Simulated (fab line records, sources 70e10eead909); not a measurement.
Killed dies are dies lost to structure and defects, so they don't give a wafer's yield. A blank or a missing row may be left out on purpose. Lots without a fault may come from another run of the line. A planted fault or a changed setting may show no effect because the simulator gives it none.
Chamber matching | flow nand_harc | NHARC_A_CHANNEL_FILL_D2_STRIP_28 on rie_diel-11: 4 sister chambers
The step strips in O2, time 20 s. 16 wafers are shown with their chamber, then 8 later ones without.

WAFERS WITH THEIR CHAMBER
wafer  | chamber | showerhead_plenum_p_Torr (Torr) | drypump_motor_current_A (A) | oes_product_au (a.u.)
L074.2 | 2       | 3.73                            | 6.5                         | 0.986
L074.3 | 1       | 3.39                            | 6.2                         | 1.010
L074.6 | 0       | 3.33                            | 6.0                         | 0.989
L075.2 | 1       | 3.39                            | 6.3                         | 1.018
L075.5 | 2       | 3.73                            | 6.5                         | 0.986
L075.6 | 3       | 3.70                            | 5.7                         | 0.990
L077.1 | 3       | 3.70                            | 5.6                         | 0.989
L077.3 | 0       | 3.33                            | 5.9                         | 0.991
L077.4 | 2       | 3.73                            | 6.5                         | 0.982
L081.1 | 0       | 3.32                            | 6.0                         | 0.993
L081.2 | 3       | 3.70                            | 5.7                         | 0.986
L081.6 | 0       | 3.32                            | 5.9                         | 1.000
L089.4 | 3       | 3.70                            | 5.7                         | 0.983
L089.5 | 3       | 3.70                            | 5.7                         | 0.982
L089.6 | 0       | 3.32                            | 5.9                         | 0.987
L088.1 | 3       | 3.70                            | 5.7                         | 0.986

SIGNATURES (means of the wafers above)
reading                  | chamber 0 | chamber 1 | chamber 2 | chamber 3 | scatter within a chamber
showerhead_plenum_p_Torr | 3.3240    | 3.3900    | 3.7300    | 3.7000    | 0.00316
drypump_motor_current_A  | 5.940     | 6.250     | 6.500     | 5.683     | 0.0459
oes_product_au           | 0.99200   | 1.01400   | 0.98467   | 0.98600   | 0.00401
Rule: a wafer's distance from a chamber is the root of the sum, over the readings, of the square of ((its reading less the chamber's mean) divided by the reading's scatter). The wafer belongs to the nearest chamber; if the next one is less than 2 further off, it can't be placed. The scatter: the root of (the sum of the squares of (reading less its chamber's mean) over the shown wafers, divided by (wafers less chambers)).

WAFERS WITHOUT THEIR CHAMBER
wafer  | showerhead_plenum_p_Torr (Torr) | drypump_motor_current_A (A) | oes_product_au (a.u.)
L088.3 | 3.32                            | 5.9                         | 0.977
L088.4 | 3.73                            | 6.5                         | 0.979
L095.2 | 3.73                            | 6.6                         | 0.985
L095.3 | 3.70                            | 5.6                         | 0.984
L095.4 | 3.39                            | 6.3                         | 1.013
L097.3 | 3.70                            | 5.7                         | 0.993
L097.4 | 3.32                            | 5.9                         | 1.001
L097.5 | 3.32                            | 6.0                         | 1.002

WHICH CHAMBER EACH WENT THROUGH
wafer  | from the rows above | in truth
L088.3 | 0                   | 0
L088.4 | 2                   | 2
L095.2 | 2                   | 2
L095.3 | 3                   | 3
L095.4 | 1                   | 1
L097.3 | 3                   | 3
L097.4 | 0                   | 0
L097.5 | 0                   | 0
Placed correctly: 8 of 8. Can't be placed from these rows: 0. Placed wrongly: 0.
